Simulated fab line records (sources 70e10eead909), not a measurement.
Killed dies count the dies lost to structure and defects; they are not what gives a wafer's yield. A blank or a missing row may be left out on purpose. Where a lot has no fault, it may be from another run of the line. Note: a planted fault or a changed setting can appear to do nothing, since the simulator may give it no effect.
Chamber matching || flow nand_harc || 3 sister chambers for NHARC_P_M0_DEP_32 on pecvd-03
The step deposits SiCN, target thk 30 nm. 20 wafers are shown with their chamber, then 10 later ones without.

EACH WAFER AND ITS CHAMBER
{"wafer": "L074.1", "chamber": 0, "heater_power_w (W)": 384, "heater_power_outer_w (W)": 204}
{"wafer": "L074.4", "chamber": 2, "heater_power_w (W)": 517, "heater_power_outer_w (W)": 304}
{"wafer": "L074.6", "chamber": 1, "heater_power_w (W)": 536, "heater_power_outer_w (W)": 298}
{"wafer": "L075.2", "chamber": 1, "heater_power_w (W)": 598, "heater_power_outer_w (W)": 330}
{"wafer": "L075.5", "chamber": 0, "heater_power_w (W)": 434, "heater_power_outer_w (W)": 235}
{"wafer": "L075.6", "chamber": 1, "heater_power_w (W)": 576, "heater_power_outer_w (W)": 330}
{"wafer": "L077.2", "chamber": 2, "heater_power_w (W)": 598, "heater_power_outer_w (W)": 360}
{"wafer": "L077.4", "chamber": 1, "heater_power_w (W)": 610, "heater_power_outer_w (W)": 352}
{"wafer": "L077.6", "chamber": 2, "heater_power_w (W)": 591, "heater_power_outer_w (W)": 364}
{"wafer": "L081.2", "chamber": 1, "heater_power_w (W)": 597, "heater_power_outer_w (W)": 348}
{"wafer": "L081.3", "chamber": 2, "heater_power_w (W)": 582, "heater_power_outer_w (W)": 350}
{"wafer": "L081.5", "chamber": 0, "heater_power_w (W)": 481, "heater_power_outer_w (W)": 273}
{"wafer": "L082.1", "chamber": 0, "heater_power_w (W)": 495, "heater_power_outer_w (W)": 300}
{"wafer": "L082.2", "chamber": 2, "heater_power_w (W)": 602, "heater_power_outer_w (W)": 369}
{"wafer": "L082.5", "chamber": 1, "heater_power_w (W)": 651, "heater_power_outer_w (W)": 375}
{"wafer": "L085.1", "chamber": 0, "heater_power_w (W)": 463, "heater_power_outer_w (W)": 269}
{"wafer": "L085.2", "chamber": 1, "heater_power_w (W)": 618, "heater_power_outer_w (W)": 352}
{"wafer": "L085.4", "chamber": 1, "heater_power_w (W)": 617, "heater_power_outer_w (W)": 348}
{"wafer": "L087.1", "chamber": 1, "heater_power_w (W)": 607, "heater_power_outer_w (W)": 339}
{"wafer": "L087.4", "chamber": 0, "heater_power_w (W)": 477, "heater_power_outer_w (W)": 283}

SIGNATURES (means of the wafers above)
{"reading": "heater_power_w", "chamber 0": 455.67, "chamber 1": 601.11, "chamber 2": 578.00, "scatter within a chamber": 35.3}
{"reading": "heater_power_outer_w", "chamber 0": 260.67, "chamber 1": 341.33, "chamber 2": 349.40, "scatter within a chamber": 27.1}
Rule: for each reading, subtract the chamber's mean from the wafer's reading, divide by that reading's scatter and square the result; add these up over the readings and take the root, which gives the wafer's distance from the chamber. If the next closest chamber is less than 2 further off than the closest, the wafer can't be placed; otherwise it belongs to the closest. How the scatter is found: for the shown wafers, subtract from each reading the mean of its chamber, square and add these, divide the total by (wafers less chambers), then take the root.

WAFERS WHOSE CHAMBER IS MISSING
{"wafer": "L087.6", "heater_power_w (W)": 607, "heater_power_outer_w (W)": 333}
{"wafer": "L090.2", "heater_power_w (W)": 610, "heater_power_outer_w (W)": 348}
{"wafer": "L090.3", "heater_power_w (W)": 503, "heater_power_outer_w (W)": 294}
{"wafer": "L090.6", "heater_power_w (W)": 621, "heater_power_outer_w (W)": 351}
{"wafer": "L092.4", "heater_power_w (W)": 486, "heater_power_outer_w (W)": 283}
{"wafer": "L092.5", "heater_power_w (W)": 576, "heater_power_outer_w (W)": 338}
{"wafer": "L092.6", "heater_power_w (W)": 667, "heater_power_outer_w (W)": 372}
{"wafer": "L093.2", "heater_power_w (W)": 490, "heater_power_outer_w (W)": 299}
{"wafer": "L093.3", "heater_power_w (W)": 619, "heater_power_outer_w (W)": 367}
{"wafer": "L093.6", "heater_power_w (W)": 607, "heater_power_outer_w (W)": 343}

CHAMBER TAKEN BY EACH
{"wafer": "L087.6", "from the rows above": "can't be placed: 1 or 2", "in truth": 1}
{"wafer": "L090.2", "from the rows above": "can't be placed: 1 or 2", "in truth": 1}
{"wafer": "L090.3", "from the rows above": "can't be placed: 0 or 2 or 1", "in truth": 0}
{"wafer": "L090.6", "from the rows above": "can't be placed: 1 or 2", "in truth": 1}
{"wafer": "L092.4", "from the rows above": 0, "in truth": 0}
{"wafer": "L092.5", "from the rows above": "can't be placed: 2 or 1", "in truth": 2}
{"wafer": "L092.6", "from the rows above": "can't be placed: 1 or 2", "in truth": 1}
{"wafer": "L093.2", "from the rows above": "can't be placed: 0 or 2 or 1", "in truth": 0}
{"wafer": "L093.3", "from the rows above": "can't be placed: 1 or 2", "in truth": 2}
{"wafer": "L093.6", "from the rows above": "can't be placed: 1 or 2", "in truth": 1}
Placed correctly: 1 of 10. These rows do not allow placing 9 (true chamber among the candidates in 9). Placed wrongly: 0.
